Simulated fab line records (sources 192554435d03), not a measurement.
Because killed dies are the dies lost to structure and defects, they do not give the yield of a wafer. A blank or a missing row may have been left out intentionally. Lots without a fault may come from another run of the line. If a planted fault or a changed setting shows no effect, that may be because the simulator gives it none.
fab line records / flow n5Finfet / part 2 of 2: steps 20 to 20 of 20
record: lots: 6 wafers: 18 lastDay: 17
route steps=1938 shown BEOL_M4@1047 PASSIVATION@1936
lots that met no fault: from a run of the same line without faults
startH: start of the lot's first displayed wafer, in hours after the record's first day / waitH: hours from the lot's prior step to this one / " the same as in the row above / L1.1+2: several wafers, shown together as one row / - no value present, or no start provided / * or withheld: withheld / < > ~ a bound
route shown NAME@n: NAME is a module with steps in the file, n the number in the route of the first one / usual: mean/standard deviation taken from wafers without a fault / same: alike in all rows / chamber/n: place in a boat / sites: the reading at each site / _std_site: their standard deviation / _edge_site: the outer-site mean with the inner-site mean subtracted / radiusMm: how far each site lies from the wafer's centre / mask NAME#n: copy n / behind: the last tool/chamber to shape the wafer / hold: what put the lot on hold/how long, in hours/how the hold closed / device: which transistor (n, p or np) failed to switch / end of line: tests run on the same wafers once the route is complete / step lacking rows: just its recipe / killed: at the first sort, the dies lost to defects and structure; wafer yield is something else / map: shows each die of a wafer: x if killed, . if not, _ if none is there
set.NAME: the run value of the setting; set.NAME@STEP: its run value at that earlier step / model.NAME: the simulator's own value behind a step, which no gauge read
lots at some steps of the route; a table a step, a row a wafer
services: the hour from which a tool's chamber was out of use, counted from the record's first day as startH (under 0 if before that day), plus the number of hours and why
== steps ==
step: N5_PASSIVATION_PROBE_49
usual: defectLimitedYield: 91.7/1.2 killed_at_M0_to_M3: 33/9.5 killed_at_M4_up: 13/4.9 killedAtContacts: 13/6.6 killedAtFrontEnd: 36/11 killedAtOther: 3.0/2.6 killedDies: 97/14 killedOpen: 65/11 killedShort: 31/6.6 sort_bin_5_function: 4.8/0.82 sort_bin_6_memory: 3.1/0.58 sortNPass: 1083/14 sortYieldPct: 91.7/1.2
same: grossDies: 1180 killedAtBackSide: 0 sort_bin_4_leakage[%]: 0 sort_bin_8_speed[%]: 0
lot.wafer=L730.3 tool=prober-01 chamber=- startH=279.74 waitH=0.1 defectLimitedYield[%]=91.9 killed_at_M0_to_M3=45 killed_at_M4_up=14 killedAtContacts=11 killedAtFrontEnd=23 killedAtOther=3 killedDies=96 killedOpen=53 killedShort=41 sort_bin_5_function[%]=5.3 sort_bin_6_memory[%]=2.6 sortNPass=1084 sortYieldPct[%]=91.9
lot.wafer=L730.5 tool=prober-01 chamber=- startH=279.84 waitH=0.2 defectLimitedYield[%]=90.8 killed_at_M0_to_M3=51 killed_at_M4_up=5 killedAtContacts=8 killedAtFrontEnd=41 killedAtOther=3 killedDies=108 killedOpen=64 killedShort=40 sort_bin_5_function[%]=4.8 sort_bin_6_memory[%]=3.9 sortNPass=1072 sortYieldPct[%]=90.8
lot.wafer=L730.6 tool=prober-01 chamber=- startH=279.89 waitH=0.3 defectLimitedYield[%]=89.9 killed_at_M0_to_M3=45 killed_at_M4_up=23 killedAtContacts=9 killedAtFrontEnd=37 killedAtOther=5 killedDies=119 killedOpen=86 killedShort=30 sort_bin_5_function[%]=6.4 sort_bin_6_memory[%]=3.5 sortNPass=1061 sortYieldPct[%]=89.9
lot.wafer=L733.1 tool=prober-02 chamber=- startH=302.31 waitH=0.0 defectLimitedYield[%]=92.8 killed_at_M0_to_M3=33 killed_at_M4_up=13 killedAtContacts=11 killedAtFrontEnd=24 killedAtOther=4 killedDies=85 killedOpen=50 killedShort=35 sort_bin_5_function[%]=4.3 sort_bin_6_memory[%]=2.7 sortNPass=1095 sortYieldPct[%]=92.8
lot.wafer=L733.5 tool=prober-02 chamber=- startH=302.51 waitH=0.2 defectLimitedYield[%]=92.7 killed_at_M0_to_M3=19 killed_at_M4_up=14 killedAtContacts=17 killedAtFrontEnd=36 killedAtOther=0 killedDies=86 killedOpen=64 killedShort=22 sort_bin_5_function[%]=3.7 sort_bin_6_memory[%]=3.2 sortNPass=1094 sortYieldPct[%]=92.7
lot.wafer=L733.6 tool=prober-02 chamber=- startH=302.56 waitH=0.3 defectLimitedYield[%]=89.0 killed_at_M0_to_M3=33 killed_at_M4_up=21 killedAtContacts=14 killedAtFrontEnd=61 killedAtOther=1 killedDies=130 killedOpen=95 killedShort=33 sort_bin_5_function[%]=6.4 sort_bin_6_memory[%]=4.1 sortNPass=1050 sortYieldPct[%]=89.0
lot.wafer=L741.1 tool=prober-02 chamber=- startH=345.11 waitH=0.0 defectLimitedYield[%]=93.3 killed_at_M0_to_M3=29 killed_at_M4_up=7 killedAtContacts=10 killedAtFrontEnd=28 killedAtOther=5 killedDies=79 killedOpen=61 killedShort=17 sort_bin_5_function[%]=3.6 sort_bin_6_memory[%]=2.9 sortNPass=1101 sortYieldPct[%]=93.3
lot.wafer=L741.2 tool=prober-02 chamber=- startH=345.16 waitH=0.1 defectLimitedYield[%]=91.3 killed_at_M0_to_M3=34 killed_at_M4_up=10 killedAtContacts=28 killedAtFrontEnd=27 killedAtOther=4 killedDies=103 killedOpen=68 killedShort=33 sort_bin_5_function[%]=5.5 sort_bin_6_memory[%]=3.1 sortNPass=1077 sortYieldPct[%]=91.3
lot.wafer=L741.5 tool=prober-02 chamber=- startH=345.31 waitH=0.2 defectLimitedYield[%]=93.0 killed_at_M0_to_M3=24 killed_at_M4_up=10 killedAtContacts=6 killedAtFrontEnd=41 killedAtOther=2 killedDies=83 killedOpen=64 killedShort=18 sort_bin_5_function[%]=3.8 sort_bin_6_memory[%]=3.0 sortNPass=1097 sortYieldPct[%]=93.0
lot.wafer=L740.3 tool=prober-02 chamber=- startH=349.48 waitH=0.1 defectLimitedYield[%]=91.9 killed_at_M0_to_M3=27 killed_at_M4_up=9 killedAtContacts=2 killedAtFrontEnd=54 killedAtOther=4 killedDies=96 killedOpen=65 killedShort=31 sort_bin_5_function[%]=4.6 sort_bin_6_memory[%]=3.2 sortNPass=1084 sortYieldPct[%]=91.9
lot.wafer=L740.4 tool=prober-02 chamber=- startH=349.53 waitH=0.2 defectLimitedYield[%]=88.7 killed_at_M0_to_M3=35 killed_at_M4_up=19 killedAtContacts=15 killedAtFrontEnd=63 killedAtOther=1 killedDies=133 killedOpen=95 killedShort=34 sort_bin_5_function[%]=6.2 sort_bin_6_memory[%]=4.7 sortNPass=1047 sortYieldPct[%]=88.7
lot.wafer=L740.5 tool=prober-02 chamber=- startH=349.58 waitH=0.2 defectLimitedYield[%]=89.5 killed_at_M0_to_M3=29 killed_at_M4_up=28 killedAtContacts=13 killedAtFrontEnd=53 killedAtOther=1 killedDies=124 killedOpen=87 killedShort=35 sort_bin_5_function[%]=6.4 sort_bin_6_memory[%]=3.6 sortNPass=1056 sortYieldPct[%]=89.5
lot.wafer=L744.1 tool=prober-02 chamber=- startH=381.44 waitH=0.0 defectLimitedYield[%]=90.5 killed_at_M0_to_M3=29 killed_at_M4_up=12 killedAtContacts=33 killedAtFrontEnd=33 killedAtOther=5 killedDies=112 killedOpen=77 killedShort=34 sort_bin_5_function[%]=5.6 sort_bin_6_memory[%]=3.7 sortNPass=1068 sortYieldPct[%]=90.5
lot.wafer=L744.2 tool=prober-02 chamber=- startH=381.49 waitH=0.1 defectLimitedYield[%]=91.2 killed_at_M0_to_M3=30 killed_at_M4_up=6 killedAtContacts=23 killedAtFrontEnd=45 killedAtOther=0 killedDies=104 killedOpen=64 killedShort=39 sort_bin_5_function[%]=5.7 sort_bin_6_memory[%]=3.0 sortNPass=1076 sortYieldPct[%]=91.2
lot.wafer=L744.5 tool=prober-02 chamber=- startH=381.64 waitH=0.2 defectLimitedYield[%]=90.9 killed_at_M0_to_M3=32 killed_at_M4_up=16 killedAtContacts=34 killedAtFrontEnd=25 killedAtOther=0 killedDies=107 killedOpen=80 killedShort=27 sort_bin_5_function[%]=5.0 sort_bin_6_memory[%]=3.6 sortNPass=1073 sortYieldPct[%]=90.9
lot.wafer=L747.1 tool=prober-01 chamber=- startH=404.64 waitH=0.0 defectLimitedYield[%]=92.5 killed_at_M0_to_M3=22 killed_at_M4_up=9 killedAtContacts=14 killedAtFrontEnd=40 killedAtOther=3 killedDies=88 killedOpen=54 killedShort=32 sort_bin_5_function[%]=4.1 sort_bin_6_memory[%]=3.3 sortNPass=1092 sortYieldPct[%]=92.5
lot.wafer=L747.2 tool=prober-01 chamber=- startH=404.69 waitH=0.1 defectLimitedYield[%]=92.5 killed_at_M0_to_M3=28 killed_at_M4_up=7 killedAtContacts=13 killedAtFrontEnd=39 killedAtOther=1 killedDies=88 killedOpen=61 killedShort=24 sort_bin_5_function[%]=3.8 sort_bin_6_memory[%]=3.5 sortNPass=1092 sortYieldPct[%]=92.5
lot.wafer=L747.3 tool=prober-01 chamber=- startH=404.74 waitH=0.1 defectLimitedYield[%]=90.8 killed_at_M0_to_M3=52 killed_at_M4_up=11 killedAtContacts=8 killedAtFrontEnd=32 killedAtOther=5 killedDies=108 killedOpen=72 killedShort=35 sort_bin_5_function[%]=5.9 sort_bin_6_memory[%]=3.1 sortNPass=1072 sortYieldPct[%]=90.8
killed by level:class
L730.3 BEOL_M0_SAQP:geometricParticle:short=11 BEOL_M0_SAQP:geometricParticle:open=11 BEOL_M2:geometricParticle:open=11 MOL_CONTACT_COAG:geometricParticle:open=9 STARTING-WAFER:geometricParticle:short=5 STI_FIN_REVEAL:geometricParticle:open=4 GATE_CUT:geometricParticle:short=4 BEOL_M0:geometricParticle:short=4
L730.5 BEOL_M0_SAQP:geometricParticle:short=15 BEOL_M3:geometricParticle:open=11 BEOL_M0_SAQP:geometricParticle:open=10 FIN_SAQP:geometricParticle:open=9 GATE_CUT:geometricParticle:short=8 DUMMY_GATE:geometricParticle:open=7 MOL_CONTACT_COAG:geometricParticle:open=7 FIN_SAQP:geometricParticle:short=4
L730.6 BEOL_M3:geometricParticle:open=14 BEOL_M4:geometricParticle:open=12 BEOL_M0_SAQP:geometricParticle:open=11 STI_FIN_REVEAL:geometricParticle:open=10 FIN_SAQP:geometricParticle:open=8 MOL_CONTACT_COAG:geometricParticle:open=8 BEOL_M0_SAQP:geometricParticle:short=7 BEOL_M1:geometricParticle:open=6
L733.1 BEOL_M3:geometricParticle:open=9 MOL_CONTACT_COAG:geometricParticle:open=7 BEOL_M4:geometricParticle:open=7 BEOL_M0_SAQP:geometricParticle:short=6 STI_FIN_REVEAL:geometricParticle:open=5 BEOL_M2:geometricParticle:open=5 STARTING-WAFER:geometricParticle:short=5 FIN_SAQP:geometricParticle:short=4
L733.5 MOL_CONTACT_COAG:geometricParticle:open=16 STI_FIN_REVEAL:geometricParticle:open=15 BEOL_M3:geometricParticle:open=6 FIN_SAQP:geometricParticle:open=4 BEOL_M0:geometricParticle:open=3 ILD0:geometricParticle:short=3 BEOL_M5:geometricParticle:short=3 BEOL_M8:geometricParticle:open=3
L733.6 STI_FIN_REVEAL:geometricParticle:open=33 MOL_CONTACT_COAG:geometricParticle:open=14 BEOL_M2:geometricParticle:open=11 BEOL_M4:geometricParticle:open=8 FIN_SAQP:geometricParticle:open=6 STI_FIN_REVEAL:geometricParticle:short=6 BEOL_M0_SAQP:geometricParticle:short=6 BEOL_M5:geometricParticle:open=6
L741.1 STI_FIN_REVEAL:geometricParticle:open=12 MOL_CONTACT_COAG:geometricParticle:open=10 BEOL_M0_SAQP:geometricParticle:open=7 BEOL_M2:geometricParticle:open=7 BEOL_M0_SAQP:geometricParticle:short=5 BEOL_M1:geometricParticle:open=5 BEOL_M0:geometricParticle:open=4 GATE_CUT:geometricParticle:short=3
L741.2 MOL_CONTACT_COAG:geometricParticle:open=21 BEOL_M0_SAQP:geometricParticle:open=13 STI_FIN_REVEAL:geometricParticle:open=10 BEOL_M0_SAQP:geometricParticle:short=8 MOL_CONTACT_COAG:geometricParticle:short=7 FIN_SAQP:geometricParticle:short=4 BEOL_M2:geometricParticle:open=4 PASS1_CAP:geometricParticle:short=4
L741.5 STI_FIN_REVEAL:geometricParticle:open=22 BEOL_M4:geometricParticle:open=6 BEOL_M0_SAQP:geometricParticle:open=6 BEOL_M2:geometricParticle:open=6 BEOL_M3:geometricParticle:open=5 MOL_CONTACT_COAG:geometricParticle:open=5 FIN_SAQP:geometricParticle:short=4 STI_FIN_REVEAL:geometricParticle:short=3
L740.3 FIN_SAQP:geometricParticle:open=15 GATE_CUT:geometricParticle:short=11 BEOL_M2:geometricParticle:open=9 GATE_CUT:geometricParticle:open=7 FIN_SAQP:geometricParticle:short=6 BEOL_M0_SAQP:geometricParticle:open=6 BEOL_M4:geometricParticle:open=5 ILD0:geometricParticle:short=4
L740.4 FIN_SAQP:geometricParticle:open=24 BEOL_M2:geometricParticle:open=17 FIN_SAQP:geometricParticle:short=16 DUMMY_GATE:geometricParticle:open=11 BEOL_M4:geometricParticle:open=11 MOL_CONTACT_COAG:geometricParticle:open=11 GATE_CUT:geometricParticle:open=4 MOL_CONTACT_COAG:geometricParticle:short=4
L740.5 BEOL_M4:geometricParticle:open=18 FIN_SAQP:geometricParticle:short=15 FIN_SAQP:geometricParticle:open=14 BEOL_M2:geometricParticle:open=12 MOL_CONTACT_COAG:geometricParticle:open=9 BEOL_M3:geometricParticle:open=6 BEOL_M1:geometricParticle:open=5 STI_FIN_REVEAL:geometricParticle:open=4
L744.1 MOL_CONTACT_COAG:geometricParticle:open=26 STI_FIN_REVEAL:geometricParticle:open=10 MOL_CONTACT_COAG:geometricParticle:short=7 BEOL_M0_SAQP:geometricParticle:short=6 FIN_SAQP:geometricParticle:short=5 FIN_SAQP:geometricParticle:open=5 BEOL_M0_SAQP:geometricParticle:open=5 BEOL_M3:geometricParticle:open=5
L744.2 MOL_CONTACT_COAG:geometricParticle:open=14 BEOL_M3:geometricParticle:open=11 FIN_SAQP:geometricParticle:open=9 MOL_CONTACT_COAG:geometricParticle:short=9 FIN_SAQP:geometricParticle:short=7 STI_FIN_REVEAL:geometricParticle:open=6 STARTING-WAFER:geometricParticle:open=6 BEOL_M0_SAQP:geometricParticle:short=5
L744.5 MOL_CONTACT_COAG:geometricParticle:open=29 FIN_SAQP:geometricParticle:open=11 BEOL_M0_SAQP:geometricParticle:open=7 MOL_CONTACT_COAG:geometricParticle:short=5 BEOL_M1:geometricParticle:open=5 BEOL_M5:geometricParticle:short=5 BEOL_M3:geometricParticle:open=5 BEOL_M5:geometricParticle:open=5
L747.1 MOL_CONTACT_COAG:geometricParticle:open=11 FIN_SAQP:geometricParticle:short=10 DUMMY_GATE:geometricParticle:open=7 BEOL_M2:geometricParticle:open=7 STARTING-WAFER:geometricParticle:open=5 GATE_CUT:geometricParticle:short=4 BEOL_M0:geometricParticle:open=4 BEOL_M3:geometricParticle:open=4
L747.2 MOL_CONTACT_COAG:geometricParticle:open=12 DUMMY_GATE:geometricParticle:open=11 BEOL_M2:geometricParticle:open=6 BEOL_M4:geometricParticle:open=5 BEOL_M0_SAQP:geometricParticle:short=5 BEOL_M1:geometricParticle:open=5 BEOL_M3:geometricParticle:open=5 STI_FIN_REVEAL:geometricParticle:open=4
L747.3 BEOL_M0_SAQP:geometricParticle:open=14 BEOL_M3:geometricParticle:open=12 DUMMY_GATE:geometricParticle:open=9 MOL_CONTACT_COAG:geometricParticle:open=6 BEOL_M0_SAQP:geometricParticle:short=6 BEOL_M2:geometricParticle:open=5 BEOL_M4:geometricParticle:open=5 FIN_SAQP:geometricParticle:open=4
== services ==
tool=aldSin-01 chamber=2 startH=148.94 hours=5.1 kind=repair
tool=rieDiel-01 chamber=2 startH=158.25 hours=- kind=clean
tool=rieDiel-01 chamber=2 startH=158.25 hours=- kind=consumableReplace:focusRing
tool=rieDiel-01 chamber=2 startH=158.25 hours=- kind=consumableReplace:showerhead
tool=rieDiel-01 chamber=2 startH=158.25 hours=18.8 kind=scheduledDown
tool=rieDiel-01 chamber=2 startH=158.25 hours=18.8 kind=ventCycle
tool=rieDiel-04 chamber=3 startH=166.36 hours=- kind=clean
tool=rieDiel-04 chamber=3 startH=166.36 hours=- kind=consumableReplace:esc
tool=rieDiel-04 chamber=3 startH=166.36 hours=- kind=consumableReplace:focusRing
tool=rieDiel-04 chamber=3 startH=166.36 hours=32.4 kind=scheduledDown
tool=rieDiel-04 chamber=3 startH=166.36 hours=32.4 kind=ventCycle
tool=rieDiel-01 chamber=2 startH=182.58 hours=1.8 kind=repair
tool=aldSin-02 chamber=3 startH=191.89 hours=8.4 kind=repair
tool=rieDiel-04 chamber=0 startH=199.48 hours=- kind=clean
tool=rieDiel-04 chamber=0 startH=199.48 hours=- kind=consumableReplace:focusRing
tool=rieDiel-04 chamber=0 startH=199.48 hours=23.8 kind=scheduledDown
tool=rieDiel-04 chamber=0 startH=199.48 hours=23.8 kind=ventCycle
tool=aldSin-01 chamber=- startH=239.35 hours=1.1 kind=repair
tool=aldSin-02 chamber=- startH=239.79 hours=6.0 kind=pm
tool=rieDiel-04 chamber=1 startH=244.41 hours=8.5 kind=repair
tool=rieDiel-03 chamber=- startH=245.05 hours=0.2 kind=repair
tool=aldSin-02 chamber=- startH=254.48 hours=0.6 kind=repair
tool=rieDiel-01 chamber=1 startH=257.18 hours=- kind=clean
tool=aldSin-02 chamber=- startH=262.73 hours=0.8 kind=pm
